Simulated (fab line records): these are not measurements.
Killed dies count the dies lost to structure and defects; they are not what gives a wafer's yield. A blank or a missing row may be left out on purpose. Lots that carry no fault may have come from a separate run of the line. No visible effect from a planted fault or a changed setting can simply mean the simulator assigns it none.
Matching of chambers || flow n5 finfet || N5_FIN_SAQP_SPACER2_ALD_28 on ald sin-03: 4 sister chambers
The step deposits SiO2, target thk 8.1 nm, pulse time 1 s, purge time 2 s. 18 wafers are shown with their chamber, then 9 later ones without.

## WAFERS WITH THEIR CHAMBER
{"wafer": "L076.1", "chamber": 0, "heater power w (W)": 411, "precursor pulse height rel": 0.987}
{"wafer": "L076.3", "chamber": 3, "heater power w (W)": 458, "precursor pulse height rel": 0.981}
{"wafer": "L076.6", "chamber": 3, "heater power w (W)": 461, "precursor pulse height rel": 0.967}
{"wafer": "L077.1", "chamber": 0, "heater power w (W)": 404, "precursor pulse height rel": 1.026}
{"wafer": "L077.3", "chamber": 2, "heater power w (W)": 496, "precursor pulse height rel": 0.972}
{"wafer": "L077.5", "chamber": 0, "heater power w (W)": 404, "precursor pulse height rel": 0.950}
{"wafer": "L078.2", "chamber": 0, "heater power w (W)": 403, "precursor pulse height rel": 1.029}
{"wafer": "L078.4", "chamber": 3, "heater power w (W)": 454, "precursor pulse height rel": 0.995}
{"wafer": "L078.5", "chamber": 2, "heater power w (W)": 502, "precursor pulse height rel": 1.003}
{"wafer": "L079.3", "chamber": 2, "heater power w (W)": 496, "precursor pulse height rel": 1.017}
{"wafer": "L079.4", "chamber": 0, "heater power w (W)": 413, "precursor pulse height rel": 1.031}
{"wafer": "L079.6", "chamber": 0, "heater power w (W)": 410, "precursor pulse height rel": 1.026}
{"wafer": "L084.1", "chamber": 1, "heater power w (W)": 410, "precursor pulse height rel": 1.003}
{"wafer": "L084.3", "chamber": 3, "heater power w (W)": 462, "precursor pulse height rel": 1.006}
{"wafer": "L084.4", "chamber": 2, "heater power w (W)": 495, "precursor pulse height rel": 1.015}
{"wafer": "L085.3", "chamber": 0, "heater power w (W)": 404, "precursor pulse height rel": 1.025}
{"wafer": "L085.5", "chamber": 2, "heater power w (W)": 493, "precursor pulse height rel": 0.999}
{"wafer": "L085.6", "chamber": 3, "heater power w (W)": 460, "precursor pulse height rel": 1.004}

SIGNATURES, as means of the wafers listed above
{"reading": "heater power w", "chamber 0": 407.00, "chamber 1": 410.00, "chamber 2": 496.40, "chamber 3": 459.00, "scatter within a chamber": 3.68}
{"reading": "precursor pulse height rel", "chamber 0": 1.01057, "chamber 1": 1.00300, "chamber 2": 1.00120, "chamber 3": 0.99060, "scatter within a chamber": 0.024}
Rule: a wafer lies at a distance from a chamber equal to the root of the sum of squares, over the readings, of (its reading less the chamber's mean, divided by the reading's scatter). If the next closest chamber is less than 2 further off than the closest, the wafer can't be placed; otherwise it belongs to the closest. The scatter is the square root of a quotient: the sum, over the shown wafers, of each reading's squared deviation from its chamber's mean, divided by wafers minus chambers.

## WAFERS MISSING THEIR CHAMBER
{"wafer": "L086.1", "heater power w (W)": 410, "precursor pulse height rel": 1.038}
{"wafer": "L086.2", "heater power w (W)": 494, "precursor pulse height rel": 0.971}
{"wafer": "L086.5", "heater power w (W)": 494, "precursor pulse height rel": 1.004}
{"wafer": "L095.1", "heater power w (W)": 399, "precursor pulse height rel": 0.961}
{"wafer": "L095.5", "heater power w (W)": 406, "precursor pulse height rel": 0.968}
{"wafer": "L095.6", "heater power w (W)": 501, "precursor pulse height rel": 0.997}
{"wafer": "L096.1", "heater power w (W)": 493, "precursor pulse height rel": 1.000}
{"wafer": "L096.2", "heater power w (W)": 407, "precursor pulse height rel": 1.038}
{"wafer": "L096.3", "heater power w (W)": 419, "precursor pulse height rel": 0.999}

## WHICH CHAMBER EACH WENT THROUGH
{"wafer": "L086.1", "from the rows above": "can't be placed: 0 or 1", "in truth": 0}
{"wafer": "L086.2", "from the rows above": 2, "in truth": 2}
{"wafer": "L086.5", "from the rows above": 2, "in truth": 2}
{"wafer": "L095.1", "from the rows above": "can't be placed: 0 or 1", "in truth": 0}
{"wafer": "L095.5", "from the rows above": "can't be placed: 0 or 1", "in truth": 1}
{"wafer": "L095.6", "from the rows above": 2, "in truth": 2}
{"wafer": "L096.1", "from the rows above": 2, "in truth": 2}
{"wafer": "L096.2", "from the rows above": "can't be placed: 0 or 1", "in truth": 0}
{"wafer": "L096.3", "from the rows above": "can't be placed: 1 or 0", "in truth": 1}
4 of 9 placed correctly. Can't be placed from these rows: 5 (the true chamber is among the candidates in 5). 0 placed wrongly.
